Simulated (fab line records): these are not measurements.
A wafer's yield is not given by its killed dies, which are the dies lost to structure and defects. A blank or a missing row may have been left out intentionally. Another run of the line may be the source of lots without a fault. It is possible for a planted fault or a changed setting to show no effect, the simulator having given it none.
fab line records | flow nand-harc
record: lots: 12 wafers: 36 last-day: 25
route steps=1159 shown A_CHANNEL_FILL_D1@492 A_STAIRCASE@531 END@1159
lots untouched by any fault: they come from a run of this same line in which no faults occurred
start-h: start of the lot's first displayed wafer, in hours after the record's first day | wait-h: hours elapsed since this lot's preceding step | " the same as in the row above | L1.1+2: several wafers, shown together as one row | - no value, or no start given | * or withheld: withheld | < > ~ a bound
route shown NAME@n: NAME is a module with steps in the file, n the number in the route of the first one | usual: mean and standard deviation over wafers with no fault | same: alike in all rows | chamber/n: place in a boat | sites: per-site readings | _std_site: the standard deviation of these | _edge_site: the outer-site mean with the inner-site mean subtracted | radius-mm: how far each site lies from the wafer's centre | mask NAME#n: copy n | behind: the most recent tool/chamber to have shaped the wafer | hold: why the lot was held/for how many hours/how that ended | device: transistor that didn't switch, given as n, p or np | end of line: the same wafers' tests at the end of the route | where a step has no rows: the recipe by itself | killed: dies that structure and defects cost at the first sort, which is not the same as the wafer's yield | map: per-die view of a wafer (x killed, . not killed, _ where there is no die)
set.NAME: setting as actually run; set.NAME@STEP: the setting as run at that earlier step | model.NAME: the simulator's own value behind a step, which no gauge read
the route's steps for a sample of lots (tables are steps, rows are wafers)
services: the hour from which a tool's chamber was out of use, counted from the record's first day as start-h (under 0 if before that day), plus the number of hours and why
== steps ==
step: NHARC_A_CHANNEL_FILL_D1_ALD_02
recipe: target-thk-a: 60 pulse-time-s: 10 ald-cycles: 60 temp-c: 300 material: SiO2
usual: heater-power-w: 479/39 precursor-pulse-height-rel: 1.000/0.02
same: pulse-time-s: 10
columns lot.wafer tool chamber start-h wait-h heater-power-w precursor-pulse-height-rel since-wet-clean-h
L763.3 ald-hk-02 1 197.43 - 527 1.015 85
L763.4 " 2 " " 443 0.995 85
L763.2 " 0 " " 554 0.989 85
L765.4 ald-hk-03 1 197.54 - 458 1.010 42
L765.1 " 3 " " 478 0.964 42
L765.6 " 1 " " 447 0.971 -
L769.4 ald-hk-03 0 224.52 - 541 1.038 69
L769.2 " 1 " " 451 0.961 69
L769.5 " 0 " " 533 1.011 -
L770.3 ald-hk-02 0 225.39 - 578 1.013 113
L770.5 " 2 " " 437 1.003 -
L770.6 " 3 " " 495 1.008 -
L768.4 ald-hk-03 3 228.70 - 488 0.973 73
L768.3 " 1 " " 458 0.985 73
L768.2 " 2 " " 479 1.002 74
L774.1 ald-hk-01 1 261.79 - 424 0.971 24
L774.4 " 3 " " 463 0.999 24
L774.2 " 0 " " 449 0.968 24
L775.1 ald-hk-02 0 261.97 - 568 0.965 149
L775.4 " 3 " " 492 1.025 149
L775.5 " 0 " " 550 1.013 -
L777.3 ald-hk-03 2 271.44 - 466 1.010 116
L777.4 " 1 " " 468 1.004 116
L777.5 " 2 " " 476 1.032 -
L776.3 ald-hk-01 0 272.45 - 448 0.980 34
L776.4 " 1 " " 410 0.990 34
L776.2 " 2 " " 468 0.997 34
L778.1 ald-hk-01 3 282.81 - 456 0.971 45
L778.5 " 0 " " 463 1.000 -
L778.6 " 1 " " 417 0.998 -
L780.2 ald-hk-01 2 290.35 - 470 0.985 52
L780.1 " 3 " " 452 1.000 52
L780.5 " 2 " " 473 0.968 -
L784.4 ald-hk-02 2 318.23 - 463 0.995 27
L784.3 " 3 " " 475 1.024 27
L784.1 " 1 " " 523 0.959 27
step: NHARC_A_CHANNEL_FILL_D1_ALD_15
recipe: target-thk-a: 20 pulse-time-s: 60 ald-cycles: 19 temp-c: 630 pressure-torr: 2 material: SiNx
usual: chamber-pressure-Torr: 2.001/0.0043 precursor-pulse-height-rel: 1.001/0.02
same: pulse-time-s: 60
columns lot.wafer tool chamber start-h wait-h chamber-pressure-Torr precursor-pulse-height-rel
L763.2 ald-sin-batch-02 0 - - 1.999 1.009
L763.3 " 0 " " 1.993 0.995
L763.4 " 0 " " 1.997 0.998
L765.1 ald-sin-batch-02 0 - - 2.000 0.980
L765.4 " 0 " " 1.997 1.007
L765.6 " 0 " " 2.002 1.007
L769.2 ald-sin-batch-01 0 - - 1.997 1.035
L769.4 " 0 " " 2.001 0.979
L769.5 " 0 " " 1.997 0.999
L770.3 ald-sin-batch-01 0 - - 2.006 0.983
L770.5 " 0 " " 2.008 1.007
L770.6 " 0 " " 2.001 0.983
L768.2 ald-sin-batch-01 0 - - 2.007 0.967
L768.3 " 0 " " 1.998 0.997
L768.4 " 0 " " 1.999 1.035
L774.1 ald-sin-batch-01 0 - - 2.002 0.995
L774.2 " 0 " " 2.006 0.992
L774.4 " 0 " " 2.010 1.002
L775.1 ald-sin-batch-01 0 - - 2.004 0.981
L775.4 " 0 " " 2.007 0.981
L775.5 " 0 " " 1.998 1.000
L776.2 ald-sin-batch-01 0 - - 2.001 1.005
L776.3 " 0 " " 2.000 0.997
L776.4 " 0 " " 2.002 0.970
L777.3 ald-sin-batch-01 0 - - 2.001 0.979
L777.4 " 0 " " 2.003 1.040
L777.5 " 0 " " 2.000 1.012
L778.1 ald-sin-batch-02 0 - - 1.999 1.043
L778.5 " 0 " " 2.005 1.004
L778.6 " 0 " " 1.999 1.026
L780.1 ald-sin-batch-02 0 - - 1.997 1.000
L780.2 " 0 " " 2.004 1.028
L780.5 " 0 " " 2.006 0.984
L784.1 ald-sin-batch-01 0 - - 2.004 0.998
L784.3 " 0 " " 2.002 0.981
L784.4 " 0 " " 2.005 1.029
step: NHARC_A_CHANNEL_FILL_D1_ETCHBACK_08
recipe: target-depth-a: 2200 time-s: 110 c4f8-flow-sccm: 20 ar-flow-sccm: withheld rf-w: 600 bias-w: 300 chemistry: C4F8
usual: oes-product-au: 0.97/0.037 rf-vpp-V: 440.8/2.8
columns lot.wafer tool chamber start-h wait-h oes-product-au rf-hours-counter-h rf-vpp-V
L765.1 rie-diel-08 1 - - 1.01 21 439.5
L765.4 " 3 " " 0.98 - 438.6
L765.6 " 0 " " 1.02 - 442.5
L763.2 rie-diel-10 3 - - 1.00 2 444.4
L763.4 " 0 " " 1.01 2 437.7
L763.3 " 1 " " 1.02 2 440.6
L770.3 rie-diel-09 3 - - 1.00 0 442.4
L770.5 " 1 " " 0.99 - 439.6
L770.6 " 2 " " 1.01 - 444.1
L769.4 rie-diel-10 2 - - 0.92 3 437.4
L769.2 " 0 " " 0.93 3 437.3
L769.5 " 2 " " 0.92 - 437.3
L768.2 rie-diel-10 2 - - 0.93 3 437.4
L768.3 " 3 " " 0.93 3 446.9
L768.4 " 0 " " 0.94 4 437.5
L774.2 rie-diel-09 1 - - 0.98 1 439.7
L774.1 " 2 " " 0.99 1 441.5
L774.4 " 3 " " 1.00 1 441.4
L775.1 rie-diel-10 0 - - 0.93 5 437.2
L775.4 " 1 " " 0.93 5 440.6
L775.5 " 2 " " 0.91 - 437.7
L777.3 rie-diel-08 0 - - 1.02 0 440.5
L777.4 " 1 " " 1.01 0 438.5
L777.5 " 0 " " 1.02 - 441.9
L776.2 rie-diel-09 1 - - 0.91 1 439.5
L776.4 " 2 " " 0.92 1 443.9
L776.3 " 3 " " 0.93 1 441.9
L778.1 rie-diel-09 2 - - 0.92 1 444.0
L778.5 " 3 " " 0.92 - 440.6
L778.6 " 0 " " 0.95 - 443.6
L780.1 rie-diel-09 0 - - 0.95 2 444.2
L780.2 " 2 " " 0.93 2 443.2
L780.5 " 0 " " 0.94 - 444.6
L784.4 rie-diel-08 3 - - 0.99 12 437.9
L784.1 " 0 " " 1.02 13 442.1
L784.3 " 1 " " 0.99 14 437.4
step: NHARC_A_STAIRCASE_ETCH_169
recipe: target-depth-a: 500 time-s: 107.1 ion-energy-ev: 120 ch3f-flow-sccm: 50 o2-flow-sccm: 30 ar-flow-sccm: 200 rf-w: 500 bias-w: 100 chemistry: CH3F/O2
usual: bias-w: 99.97/0.3 ch3f-flow-sccm: 49.99/0.15 drypump-motor-current-A: 5.8/0.43 o2-flow-sccm: 30.00/0.091 oes-product-au: 0.953/0.02 rf-vpp-V: 244.9/1.7 showerhead-plenum-p-Torr: 2.49/0.1 throttle-valve-pct: 20.662/0.0087
columns lot.wafer tool chamber start-h wait-h bias-w ch3f-flow-sccm drypump-motor-current-A o2-flow-sccm oes-product-au rf-hours-counter-h rf-vpp-V showerhead-plenum-p-Torr throttle-valve-pct
L765.1 rie-diel-05 3 249.26 0.1 99.71 49.99 5.0 30.09 0.973 31 245.9 2.56 20.674
L765.4 " 1 " " 100.00 49.93 6.1 30.00 0.977 30 242.9 2.48 20.673
L765.6 " 3 " " 99.45 49.75 5.0 30.10 0.969 - 246.1 2.56 20.648
L763.4 rie-diel-05 1 251.43 0.0 99.80 50.02 6.1 30.11 0.966 30 244.9 2.48 20.665
L763.2 " 2 " " 99.73 49.76 6.3 30.06 0.942 31 246.5 2.65 20.677
L763.3 " 0 " " 100.65 49.87 5.3 29.90 1.004 30 247.3 2.62 20.645
L769.2 rie-diel-04 2 276.21 0.1 - - - - - - - - -
L769.5 " 0 " " - - - - - - - - -
L769.4 " 2 " " - - - - - - - - -
L770.3 rie-diel-04 3 276.42 0.1 - - - - - - - - -
L770.5 " 3 " " - - - - - - - - -
L770.6 " 0 " " - - - - - - - - -
L768.4 rie-diel-04 0 281.56 0.1 - - - - - - - - -
L768.2 " 1 " " - - - - - - - - -
L768.3 " 2 " " - - - - - - - - -
L774.4 rie-diel-04 0 310.65 0.1 99.79 50.01 6.3 30.12 0.964 3 245.9 2.54 20.657
L774.1 " 1 " " 100.03 49.93 5.8 30.08 0.951 3 241.1 2.31 20.658
L774.2 " 3 " " 100.00 50.18 5.9 29.98 0.954 3 244.4 2.50 20.657
L775.4 rie-diel-04 1 311.09 0.3 100.50 49.94 5.9 29.93 0.945 4 244.6 2.31 20.674
L775.1 " 2 " " 100.05 49.74 5.9 29.86 0.942 3 242.5 2.45 20.674
L775.5 " 1 " " 99.90 50.10 5.8 29.87 0.955 - 242.0 2.31 20.663
L776.2 rie-diel-04 2 320.36 0.1 100.11 49.98 6.0 29.94 0.954 9 244.9 2.44 20.658
L776.4 " 0 " " 100.28 49.95 6.3 30.12 0.958 8 246.3 2.54 20.652
L776.3 " 1 " " 99.62 50.03 5.9 30.03 0.949 8 241.2 2.31 20.653
L777.3 rie-diel-04 1 320.53 0.1 99.84 50.06 5.8 29.84 0.947 8 241.8 2.31 20.680
L777.4 " 2 " " 99.47 49.99 5.9 29.93 0.929 9 244.6 2.45 20.650
L777.5 " 2 " " 99.89 50.03 6.0 29.93 0.930 - 243.4 2.45 20.667
L778.1 rie-diel-04 0 335.10 0.1 99.53 50.04 6.3 30.06 0.990 13 246.1 2.54 20.653
L778.6 " 1 " " 100.20 49.87 5.8 29.95 0.983 - 243.0 2.31 20.662
L778.5 " 2 " " 100.33 50.24 6.0 30.17 0.954 - 245.3 2.44 20.667
L780.1 rie-diel-04 2 339.63 0.1 99.53 50.03 5.9 29.83 0.950 15 245.2 2.44 20.683
L780.2 " 3 " " 99.99 49.76 5.9 30.12 0.961 15 244.8 2.50 20.662
L780.5 " 1 " " 100.12 49.93 5.9 30.02 0.958 - 240.4 2.30 20.667
L784.3 rie-diel-04 1 372.95 0.1 99.91 49.93 5.9 30.15 0.962 26 241.7 2.30 20.656
L784.4 " 2 " " 100.29 49.83 5.9 30.03 0.950 28 243.8 2.44 20.665
L784.1 " 3 " " 99.94 49.93 5.9 29.93 0.937 30 245.0 2.49 20.659
step: NHARC_END_SORT_01
recipe: temp-c: 25
usual: killed-at-array: 27/12 killed-at-other: 0.8/1 killed-at-periphery: 4.0/2.5 killed-dies: 32/11 killed-open: 3.3/1.8 killed-short: 2.0/1.5
same: gross-dies: 677
columns lot.wafer tool chamber start-h wait-h killed-at-array killed-at-other killed-at-periphery killed-dies killed-open killed-short
L769.2 prober-01 0 472.94 2.8 672 2 3 677 3 3
L769.4 prober-01 0 474.54 3.4 676 1 0 677 1 0
L769.5 prober-01 0 475.34 3.7 670 2 5 677 2 4
L770.3 prober-02 0 477.94 3.1 670 3 4 677 5 1
L770.5 prober-02 0 479.56 3.7 668 2 7 677 2 0
L770.6 prober-02 0 480.37 4.0 667 0 10 677 2 2
L768.2 prober-02 0 489.40 2.8 675 0 2 677 1 2
L768.3 prober-02 0 490.22 3.1 676 0 1 677 4 3
L768.4 prober-02 0 491.03 3.4 676 0 1 677 5 2
killed by level:class
L769.2 A_STAIRCASE:area-etch=633 A_CHANNEL_HOLE_D1:chamber-film-flake=23 A_STAIRCASE:chamber-film-flake=9 P_GATE:chamber-film-flake=2 THIN_TSV:chamber-film-flake=2 A_ONON_D1:geometric-particle:short=1 A_CHANNEL_HOLE_D1:geometric-particle:open=1 A_SGD_CUT:geometric-particle:short=1
L769.4 A_STAIRCASE:area-etch=654 A_CHANNEL_HOLE_D1:chamber-film-flake=9 A_STAIRCASE:chamber-film-flake=5 A_CONTACT:chamber-film-flake=5 A_BLC:geometric-particle:open=1 A_ZERO_WELL:chamber-film-flake=1 A_SLIT:chamber-film-flake=1 THIN_TSV:chamber-film-flake=1
L769.5 A_STAIRCASE:area-etch=644 A_CHANNEL_HOLE_D1:chamber-film-flake=10 A_STAIRCASE:chamber-film-flake=6 P_GATE:chamber-film-flake=4 A_CONTACT:chamber-film-flake=4 A_CONTACT:geometric-particle:open=2 A_CHANNEL_HOLE_D1:geometric-particle:short=1 A_WL_FILL:geometric-particle:short=1
L770.3 A_STAIRCASE:area-etch=647 A_SLIT:chamber-film-flake=8 A_STAIRCASE:chamber-film-flake=5 A_CHANNEL_HOLE_D1:chamber-film-flake=3 A_CONTACT:geometric-particle:open=2 P_GATE:chamber-film-flake=2 THIN_TSV:chamber-film-flake=2 P_CONTACT:geometric-particle:open=1
L770.5 A_STAIRCASE:area-etch=650 A_SLIT:chamber-film-flake=10 A_M1:chamber-film-flake=3 P_M0:geometric-particle:open=2 P_STI:chamber-film-flake=2 P_GATE:chamber-film-flake=2 A_CHANNEL_HOLE_D1:chamber-film-flake=2 A_STAIRCASE:chamber-film-flake=2
L770.6 A_STAIRCASE:area-etch=646 A_SLIT:chamber-film-flake=9 P_GATE:chamber-film-flake=6 A_STAIRCASE:chamber-film-flake=6 A_M0:geometric-particle:short=2 P_ZERO_WELL:chamber-film-flake=2 A_CHANNEL_HOLE_D1:chamber-film-flake=2 P_CONTACT:geometric-particle:open=1
L768.2 A_STAIRCASE:area-etch=636 A_CHANNEL_HOLE_D1:chamber-film-flake=14 A_SLIT:chamber-film-flake=13 A_STAIRCASE:chamber-film-flake=5 A_CONTACT:chamber-film-flake=3 P_M1:geometric-particle:short=1 A_ONON_D1:geometric-particle:short=1 A_M0:geometric-particle:open=1
L768.3 A_STAIRCASE:area-etch=632 A_CHANNEL_HOLE_D1:chamber-film-flake=22 A_SLIT:chamber-film-flake=8 A_CONTACT:chamber-film-flake=4 A_STAIRCASE:chamber-film-flake=2 A_WL_FILL:chamber-film-flake=2 P_M0:geometric-particle:open=1 A_CHANNEL_HOLE_D1:geometric-particle:short=1
L768.4 A_STAIRCASE:area-etch=644 A_CHANNEL_HOLE_D1:chamber-film-flake=11 A_SLIT:chamber-film-flake=8 A_STAIRCASE:chamber-film-flake=5 A_CONTACT:geometric-particle:open=3 A_CHANNEL_FILL_D1:geometric-particle:short=2 A_CHANNEL_HOLE_D1:geometric-particle:open=1 A_STAIRCASE:geometric-particle:open=1
== services ==
columns tool chamber start-h hours kind
rie-diel-10 - 176.50 9.0 pm
rie-diel-04 0 194.42 - clean
rie-diel-04 3 202.68 26.3 repair
rie-diel-04 - 206.60 0.8 repair
ald-hk-03 - 209.25 1.4 repair
rie-diel-08 1 222.66 4.4 repair
rie-diel-08 3 223.36 4.8 repair
ald-hk-01 - 228.34 10.0 pm
rie-diel-05 0 250.14 1.2 repair
rie-diel-09 1 250.30 2.0 repair
rie-diel-09 - 254.10 9.0 pm
rie-diel-08 - 256.14 0.5 repair
rie-diel-04 1 269.64 10.0 repair
rie-diel-10 3 270.36 3.2 repair
rie-diel-04 - 288.90 9.0 pm
rie-diel-09 3 289.63 3.5 repair
ald-hk-03 - 289.84 0.9 repair
rie-diel-08 - 301.80 9.0 pm
ald-sin-batch-02 - 329.36 87.6 repair
rie-diel-05 - 340.63 9.0 pm
rie-diel-08 2 342.70 2.0 repair
rie-diel-10 - 353.50 9.0 pm
rie-diel-09 0 356.22 9.2 repair
rie-diel-10 1 363.95 17.5 repair
== key ==
first-sign: step: NHARC_A_STAIRCASE_ETCH_169 reading: tool-record direction: missing
effect: step: NHARC_END_SORT_01 reading: killed-dies direction: up sigmas: 58 usual: 32 struck: 677
more-kills-born-at: NHARC_A_STAIRCASE_ETCH_169@rie-diel-04: 5780
met-at NHARC_A_STAIRCASE_ETCH_169
struck-lots L768,L769,L770
later-rows-left-out L768.2,L768.3,L768.4,L769.2,L769.4,L769.5,L770.3,L770.5,L770.6
tester-left-out L768,L769,L770
not-acting-at NHARC_A_CHANNEL_FILL_D1_ALD_02,NHARC_A_CHANNEL_FILL_D1_ALD_15,NHARC_A_CHANNEL_FILL_D1_ETCHBACK_08
fault: kind: skipped-step-whole tool: rie-diel-04 chamber: - onset-h: 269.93 steps: NHARC_A_STAIRCASE_ETCH_169 scope: struck-lots-only
tester-left-out: of these lots the tester's yield and bins aren't shown, on N5 and GAA mostly nor the transistor test; their killed dies are dies lost to structure and defects alone, not to doping, threshold or leakage, so they don't give the yield
later-rows-left-out: the simulator's readings of these wafers behind a module that went badly wrong aren't trusted and aren't shown, but for the sort
